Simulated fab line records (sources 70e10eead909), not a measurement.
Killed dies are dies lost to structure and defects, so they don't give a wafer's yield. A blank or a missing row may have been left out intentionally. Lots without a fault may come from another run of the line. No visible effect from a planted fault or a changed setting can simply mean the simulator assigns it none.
The tool behind it: which one?	flow nand harc	24 lots, 72 wafers sampled, at 6 steps of a route of 1159

WHAT EACH GAUGE READ, for each wafer
NHARC_P_GATE_CD_MEAS_91 targets a cd of 2000 nm. Usual: cd nm at 1999.2 nm, with a standard deviation of 2.2.
lot	measured	on	cd nm (nm)	flag
L074	day 5 10:54	cd sem-03	1996.3 1997.2 1999.0	
L075	day 5 11:45	cd sem-01	1994.8 2001.9 2003.1	
L077	day 6 00:23	cd sem-02	2000.5 2002.3 1995.0	
L076	day 6 07:43	cd sem-03	1996.0 2001.4 1999.6	
L078	day 6 08:01	cd sem-03	2001.7 2000.2 1997.8	
L079	day 6 21:21	cd sem-01	1994.2 1995.4 1996.4	
L080	day 7 02:03	cd sem-03	1998.3 1999.5 1997.6	
L081	day 7 02:17	cd sem-03	1999.4 1998.3 1997.6	
L082	day 7 08:35	cd sem-03	1994.4 1999.9 2000.9	
L084	day 7 20:11	cd sem-03	2002.2 1998.9 1999.8	
L083	day 7 22:41	cd sem-01	1996.2 2002.1 2002.4	
L085	day 8 01:59	cd sem-01	1996.9 2001.0 1998.4	
L086	day 8 13:46	cd sem-03	2000.9 1998.8 2000.5	
L087	day 8 14:35	cd sem-02	2002.2 2002.6 2001.0	
L088	day 8 23:40	cd sem-03	1996.7 1999.2 1999.2	
L089	day 9 00:02	cd sem-01	1998.0 1999.2 1998.3	
L090	day 9 09:58	cd sem-03	2001.4 1998.0 1997.7	
L091	day 9 15:30	cd sem-01	1998.0 2001.2 1997.8	
L092	day 9 15:47	cd sem-01	2001.2 1999.4 2001.6	
L094	day 10 09:55	cd sem-02	1997.9 1999.2 1999.1	
L093	day 10 10:13	cd sem-01	2001.1 1996.6 1998.9	
L096	day 10 19:08	cd sem-02	1996.2 2000.9 2000.5	
L095	day 10 19:35	cd sem-03	1996.0 2002.0 2001.2	
L097	day 11 07:01	cd sem-02	1994.7 1999.8 1995.9	

NHARC_P_BONDPAD_CD_MEAS_09 targets a cd of 500 nm. Usual: cd nm at 501.0 nm, with a standard deviation of 2.4.
lot	measured	on	cd nm (nm)	flag
L074	day 6 09:16	cd sem-03	505.2 497.9 499.4	
L075	day 6 13:40	cd sem-02	502.7 502.8 502.9	
L077	day 7 02:13	cd sem-03	497.4 498.5 503.4	
L076	day 7 05:10	cd sem-03	502.3 500.6 497.2	
L078	day 7 06:17	cd sem-02	503.4 503.0 497.6	
L079	day 7 19:53	cd sem-02	502.6 500.5 504.7	
L080	day 7 23:48	cd sem-03	504.5 501.9 498.2	
L081	day 8 00:36	cd sem-03	499.3 496.5 500.3	
L082	day 8 13:25	cd sem-01	504.3 503.5 505.5	
L084	day 8 18:26	cd sem-02	498.7 498.0 502.2	
L083	day 8 21:09	cd sem-01	499.8 498.5 499.3	
L085	day 8 23:46	cd sem-02	502.0 503.0 500.2	
L086	day 9 15:28	cd sem-03	501.5 499.5 502.2	
L087	day 9 16:23	cd sem-01	502.1 503.7 498.9	
L088	day 10 03:33	cd sem-03	500.2 499.0 504.2	
L089	day 10 04:27	cd sem-01	505.1 501.5 501.6	
L090	day 10 08:14	cd sem-03	501.8 500.9 497.8	
L091	day 10 14:31	cd sem-01	499.4 500.0 502.6	
L092	day 10 15:17	cd sem-01	502.3 497.3 502.2	
L094	day 11 13:17	cd sem-02	501.3 500.0 500.6	
L093	day 11 14:09	cd sem-01	500.0 498.5 496.3	
L096	day 11 17:00	cd sem-01	498.3 500.1 504.1	
L095	day 11 17:19	cd sem-01	502.5 503.0 502.4	
L097	day 12 06:32	cd sem-03	497.7 501.2 500.8	

WHAT TOOL EACH LOT RAN ON (gives the tool, then ch and the chambers of the sampled wafers, and finally the start)
lot	NHARC_P_GATE_STRIP_95	NHARC_P_CONTACT_CVD_23	NHARC_P_M1_DESCUM_14	NHARC_P_M2_PRE_CLEAN_30
L074	plasma asher-02 ch 0,1, day 5 12:08	cvd w-02 ch 0,1, day 6 00:27 or earlier	rie diel-08 ch 0,1,2, day 6 00:27	pvd sputter-02, day 6 09:16 or earlier
L075	plasma asher-02 ch 0,1, day 5 13:01	cvd w-02 ch 0,1, day 6 05:12 or earlier	rie diel-11 ch 0,1, day 6 05:12	pvd sputter-02, day 6 13:40 or earlier
L077	plasma asher-01 ch 0,1, day 6 01:38	cvd w-01 ch 0,1, day 6 17:53 or earlier	rie diel-07 ch 0,2,3, day 6 17:53	pvd sputter-03, day 7 02:13 or earlier
L076	plasma asher-01 ch 0,1, day 6 08:59	cvd w-02 ch 0, day 6 20:48 or earlier	rie diel-11 ch 1,2,3, day 6 20:48	pvd sputter-02, day 7 05:10 or earlier
L078	plasma asher-02 ch 0,1, day 6 09:25	cvd w-01 ch 0,1, day 6 21:46 or earlier	rie diel-07 ch 0,1,3, day 6 21:46	pvd sputter-03, day 7 06:17 or earlier
L079	plasma asher-02 ch 0,1, day 6 23:02	cvd w-01 ch 0,1, day 7 10:58 or earlier	rie diel-07 ch 0,2,3, day 7 10:58	pvd sputter-02, day 7 19:53 or earlier
L080	plasma asher-02 ch 0,1, day 7 03:18	cvd w-01 ch 0,1, day 7 15:20 or earlier	rie diel-11 ch 0,1, day 7 15:20	pvd sputter-03, day 7 23:48 or earlier
L081	plasma asher-01 ch 0,1, day 7 03:33	cvd w-02 ch 1, day 7 16:00 or earlier	rie diel-08 ch 1,2, day 7 16:00	pvd sputter-03, day 8 00:36 or earlier
L082	plasma asher-01 ch 0,1, day 7 09:50	cvd w-01 ch 0,1, day 8 04:40 or earlier	rie diel-07 ch 0,2,3, day 8 04:40	pvd sputter-02, day 8 13:25 or earlier
L084	plasma asher-01 ch 0,1, day 7 21:26	cvd w-01 ch 0,1, day 8 09:52 or earlier	rie diel-07 ch 0,1,3, day 8 09:52	pvd sputter-03, day 8 18:26 or earlier
L083	plasma asher-02 ch 0,1, day 8 00:10	cvd w-01 ch 0,1, day 8 12:34 or earlier	rie diel-11 ch 0,1,3, day 8 12:34	pvd sputter-02, day 8 21:09 or earlier
L085	plasma asher-02 ch 0,1, day 8 03:14	cvd w-01 ch 0,1, day 8 15:03 or earlier	rie diel-08 ch 0,1, day 8 15:03	pvd sputter-03, day 8 23:46 or earlier
L086	plasma asher-02 ch 0,1, day 8 15:01	cvd w-02 ch 0,1, day 9 06:53 or earlier	rie diel-11 ch 0,1,2, day 9 06:53	pvd sputter-03, day 9 15:28 or earlier
L087	plasma asher-01 ch 0,1, day 8 15:57	cvd w-02 ch 0,1, day 9 07:46 or earlier	rie diel-11 ch 1,2,3, day 9 07:46	pvd sputter-03, day 9 16:23 or earlier
L088	plasma asher-02 ch 0,1, day 9 00:53	cvd w-01 ch 0,1, day 9 19:13 or earlier	rie diel-11 ch 1,2, day 9 19:13	pvd sputter-03, day 10 03:33 or earlier
L089	plasma asher-01 ch 1, day 9 01:16	cvd w-01 ch 0,1, day 9 19:30 or earlier	rie diel-08 ch 0,2, day 9 19:30	pvd sputter-02, day 10 04:27 or earlier
L090	plasma asher-01 ch 0,1, day 9 11:13	cvd w-01 ch 0,1, day 9 23:26 or earlier	rie diel-08 ch 0,1,2, day 9 23:26	pvd sputter-01, day 10 08:14 or earlier
L091	plasma asher-02 ch 0,1, day 9 16:47	cvd w-02 ch 0,1, day 10 06:08 or earlier	rie diel-11 ch 1,2, day 10 06:08	pvd sputter-03, day 10 14:31 or earlier
L092	plasma asher-01 ch 0,1, day 9 17:04	cvd w-02 ch 0,1, day 10 06:45 or earlier	rie diel-07 ch 0,2,3, day 10 06:45	pvd sputter-02, day 10 15:17 or earlier
L094	plasma asher-02 ch 0,1, day 10 11:11	cvd w-02 ch 0,1, day 11 04:46 or earlier	rie diel-07 ch 0,1,3, day 11 04:46	pvd sputter-03, day 11 13:17 or earlier
L093	plasma asher-01 ch 0, day 10 11:51	cvd w-01 ch 0,1, day 11 04:55 or earlier	rie diel-11 ch 0,1,3, day 11 04:55	pvd sputter-02, day 11 14:09 or earlier
L096	plasma asher-02 ch 0,1, day 10 20:23	cvd w-02 ch 0,1, day 11 08:29 or earlier	rie diel-08 ch 0,1,3, day 11 08:29	pvd sputter-03, day 11 17:00 or earlier
L095	plasma asher-01 ch 0, day 10 20:51	cvd w-01 ch 0,1, day 11 08:45 or earlier	rie diel-11 ch 0,3, day 11 08:45	pvd sputter-02, day 11 17:19 or earlier
L097	plasma asher-01 ch 0,1, day 11 08:15	cvd w-01 ch 0, day 11 21:56 or earlier	rie diel-08 ch 1,2,3, day 11 21:56	pvd sputter-03, day 12 06:32 or earlier
- NHARC_P_GATE_STRIP_95: strips in O2.
- NHARC_P_CONTACT_CVD_23: deposits W, target thk 200 nm, time 557 s.
- NHARC_P_M1_DESCUM_14: chemistry O2, time 3 s.
- NHARC_P_M2_PRE_CLEAN_30: time 30 s.

AS READ BY THE TOOLS THEMSELVES (means over the sampled wafers that have a number; for cases with no such wafer, the mark the record gives instead)
NHARC_P_GATE_STRIP_95. Usual: drypump motor current A 5.6 A, standard deviation 0.4; heater power w 335 W, standard deviation 39.
lot	tool	drypump motor current A (A)	heater power w (W)	flag
L074	plasma asher-02	5.3	323	
L075	plasma asher-02	5.5	359	
L077	plasma asher-01	5.8	323	
L076	plasma asher-01	6.0	336	
L078	plasma asher-02	5.3	321	
L079	plasma asher-02	5.3	325	
L080	plasma asher-02	5.3	322	
L081	plasma asher-01	5.7	327	
L082	plasma asher-01	5.9	334	
L084	plasma asher-01	5.7	331	
L083	plasma asher-02	5.5	359	
L085	plasma asher-02	5.3	326	
L086	plasma asher-02	5.5	360	
L087	plasma asher-01	5.7	324	
L088	plasma asher-02	5.5	352	
L089	plasma asher-01	6.2	344	
L090	plasma asher-01	5.8	327	
L091	plasma asher-02	5.2	312	
L092	plasma asher-01	5.8	325	
L094	plasma asher-02	5.5	353	
L093	plasma asher-01	5.5	318	
L096	plasma asher-02	5.5	356	
L095	plasma asher-01	5.6	314	
L097	plasma asher-01	5.7	327	

NHARC_P_CONTACT_CVD_23. Usual: heater power w 446 W, standard deviation 27; mfc ar sccm 1561 sccm, standard deviation 4.7; throttle valve pct 8.0 %, standard deviation 0.36.
lot	tool	heater power w (W)	mfc ar sccm (sccm)	throttle valve pct (%)	flag
L074	cvd w-02	423	1557	7.9	
L075	cvd w-02	429	1564	7.9	
L077	cvd w-01	455	1562	8.1	
L076	cvd w-02	460	1563	8.2	
L078	cvd w-01	443	1553	8.0	
L079	cvd w-01	443	1563	7.9	
L080	cvd w-01	447	1562	8.1	
L081	cvd w-02	412	1555	7.9	
L082	cvd w-01	447	1563	8.0	
L084	cvd w-01	460	1560	8.3	
L083	cvd w-01	460	1561	8.2	
L085	cvd w-01	454	1560	8.1	
L086	cvd w-02	427	1567	8.0	
L087	cvd w-02	446	1557	8.0	
L088	cvd w-01	446	1561	8.2	
L089	cvd w-01	465	1555	8.2	
L090	cvd w-01	460	1564	8.1	
L091	cvd w-02	418	1563	7.7	
L092	cvd w-02	417	1555	7.5	
L094	cvd w-02	422	1560	7.7	
L093	cvd w-01	441	1561	7.9	
L096	cvd w-02	424	1562	7.5	
L095	cvd w-01	466	1559	8.4	
L097	cvd w-01	474	1557	8.4	

NHARC_P_M1_DESCUM_14. Usual: drypump motor current A 5.8 A, standard deviation 0.42; mfc ar sccm 0.005 sccm, standard deviation 0.0084; oes product au 1.002 a.u., standard deviation 0.012; rf vpp V 57.7 V, standard deviation 0.99; showerhead plenum p Torr 1.89 Torr, standard deviation 0.08; throttle valve pct 11.311 %, standard deviation 0.0087.
lot	tool	drypump motor current A (A)	mfc ar sccm (sccm)	oes product au (a.u.)	rf vpp V (V)	showerhead plenum p Torr (Torr)	throttle valve pct (%)	flag
L074	rie diel-08	6.1	0.011	0.994	57.0	1.91	11.308	
L075	rie diel-11	5.8	0.000	1.009	58.4	1.92	11.300	
L077	rie diel-07	6.0	0.007	1.003	57.4	1.88	11.312	
L076	rie diel-11	5.6	0.003	1.007	58.3	1.93	11.308	
L078	rie diel-07	6.0	0.009	1.008	57.4	1.85	11.313	
L079	rie diel-07	6.0	0.007	1.009	58.1	1.88	11.307	
L080	rie diel-11	5.9	0.000	1.003	57.8	1.92	11.309	
L081	rie diel-08	6.3	0.000	1.001	59.0	1.85	11.316	
L082	rie diel-07	6.0	0.007	1.000	57.7	1.88	11.318	
L084	rie diel-07	6.0	0.009	1.005	57.2	1.85	11.311	
L083	rie diel-11	5.7	0.002	1.007	57.4	1.94	11.307	
L085	rie diel-08	6.4	0.021	0.991	58.5	2.00	11.306	
L086	rie diel-11	5.7	0.001	0.997	57.1	1.87	11.311	
L087	rie diel-11	5.6	0.003	0.995	57.7	1.93	11.316	
L088	rie diel-11	5.7	0.001	1.003	56.9	1.91	11.307	
L089	rie diel-08	5.6	0.011	1.007	57.8	1.89	11.306	
L090	rie diel-08	6.1	0.011	0.999	57.7	1.91	11.310	
L091	rie diel-11	5.7	0.001	1.004	58.3	1.91	11.313	
L092	rie diel-07	6.0	0.007	0.990	58.3	1.88	11.307	
L094	rie diel-07	5.9	0.009	0.988	58.4	1.85	11.300	
L093	rie diel-11	5.7	0.002	1.006	58.3	1.94	11.315	
L096	rie diel-08	6.1	0.011	0.991	58.0	1.95	11.317	
L095	rie diel-11	5.6	0.004	1.013	58.0	1.96	11.304	
L097	rie diel-08	5.8	0.000	1.001	57.6	1.86	11.322	

NHARC_P_M2_PRE_CLEAN_30. Usual: heater power w at 423 W, with a standard deviation of 58.
lot	tool	heater power w (W)	flag
L074	pvd sputter-02	434	
L075	pvd sputter-02	430	
L077	pvd sputter-03	410	
L076	pvd sputter-02	467	
L078	pvd sputter-03	397	
L079	pvd sputter-02	439	
L080	pvd sputter-03	392	
L081	pvd sputter-03	387	
L082	pvd sputter-02	475	
L084	pvd sputter-03	401	
L083	pvd sputter-02	432	
L085	pvd sputter-03	399	
L086	pvd sputter-03	432	
L087	pvd sputter-03	399	
L088	pvd sputter-03	402	
L089	pvd sputter-02	427	
L090	pvd sputter-01	426	
L091	pvd sputter-03	450	
L092	pvd sputter-02	467	
L094	pvd sputter-03	400	
L093	pvd sputter-02	467	
L096	pvd sputter-03	445	
L095	pvd sputter-02	474	
L097	pvd sputter-03	398	

THE ANSWER, worked out from the rows above alone
Rule: take the mean of a lot's wafers that have a number; if it is more than 3 standard deviations from the usual mean, the lot is off. Also off: a lot with no number at a reading for which 4 or more lots have one. Where the step has rows for the other lots, those lots are counted as sound. After the gauges, taken in route order, come the tools' own readings; for these a lot's mean is taken, as printed above. At the first step where some lot is off, the reading lying furthest off is the one used; lots without a number count as furthest.
No lot is off on any of the readings shown, so nothing can be concluded from this.

WHAT THE SIMULATOR HAD INSERTED
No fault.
